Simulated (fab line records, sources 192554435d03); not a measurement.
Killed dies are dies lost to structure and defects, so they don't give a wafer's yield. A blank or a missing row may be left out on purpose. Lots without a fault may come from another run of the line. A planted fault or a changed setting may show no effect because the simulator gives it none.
Chamber matching | flow n5_finfet | N5_FIN_SAQP_PECVD_48 on pecvd-03: 3 sister chambers
The step deposits SiNx from SiH4/NH3/N2, target thk 25 nm, time 22.1 s. 3 wafers are shown with their chamber, then 7 later ones without.

WAFERS WITH THEIR CHAMBER
wafer  | chamber | throttle_valve_pct (%)
L079.5 | 0       | 39.2
L081.3 | 1       | 46.1
L081.5 | 2       | 44.1

WAFERS WITHOUT THEIR CHAMBER
wafer  | throttle_valve_pct (%)
L081.6 | 46.1
L083.3 | 46.2
L083.4 | 44.1
L083.5 | 45.8
L095.1 | 44.2
L095.4 | 39.3
L095.5 | 44.0

WHICH CHAMBER EACH WENT THROUGH
wafer  | from the rows above | in truth
L081.6 | 1                   | 1
L083.3 | 1                   | 1
L083.4 | 2                   | 2
L083.5 | 1                   | 1
L095.1 | 2                   | 2
L095.4 | 0                   | 0
L095.5 | 2                   | 2
Placed correctly: 7 of 7. Can't be placed from these rows: 0. Placed wrongly: 0.
How it was worked out, from the rows above alone: a wafer's distance from a chamber is the root of the sum, over the readings, of the square of ((its reading less the chamber's mean) divided by the reading's scatter). The wafer belongs to the nearest chamber; if the next one is less than 2 further off, it can't be placed. A chamber's mean is the mean of its shown wafers. The scatter: with one shown wafer a chamber, the root of the mean of the squares of how far each hidden wafer lies from its nearest shown one.
